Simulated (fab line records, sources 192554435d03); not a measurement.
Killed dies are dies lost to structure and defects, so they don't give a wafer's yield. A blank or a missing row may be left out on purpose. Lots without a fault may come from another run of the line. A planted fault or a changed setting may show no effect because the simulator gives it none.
Which tool did it? | flow n5_finfet | 6 lots, 18 wafers sampled, at 1 step of a route of 1938

WHAT THE GAUGES READ, wafer by wafer
N5_BEOL_M5_INSPECT_13: inspects for defects (brightfield).
lot  | measured     | on                | raw_defect_count
L920 | day 9 11:26  | defect_inspect-02 | 371 383 344
L926 | day 10 23:45 | defect_inspect-01 | 267 339 307
L929 | day 11 21:16 | defect_inspect-01 | 197 392 269
L932 | day 12 10:10 | defect_inspect-01 | 392 515 636
L937 | day 13 23:55 | defect_inspect-01 | 454 390 347
L941 | day 14 10:50 | defect_inspect-02 | 548 402 407

WHICH TOOL RAN EACH LOT (tool, then ch and the chambers of the sampled wafers, then the start)
The record holds no process step before these readings.

THE ANSWER, worked out from the rows above alone
Rule: what is usual is taken from the lots themselves. Put in order of their means at a reading, lots are off if they are a third of the lots or fewer, leave a main group of 4 or more, and stand apart from it by a gap of 3 or more times the standard deviation of the main group's means; of several such gaps the widest counts. A main group whose means are all the same, to the digits that the tables above print for the reading, isn't used. A lot without any number at a reading at which 4 lots or more have one is off too. The other lots that the step has rows for count as sound.
No lot is off at any reading shown: from this, nothing can be told.

WHAT THE SIMULATOR HAD PUT IN
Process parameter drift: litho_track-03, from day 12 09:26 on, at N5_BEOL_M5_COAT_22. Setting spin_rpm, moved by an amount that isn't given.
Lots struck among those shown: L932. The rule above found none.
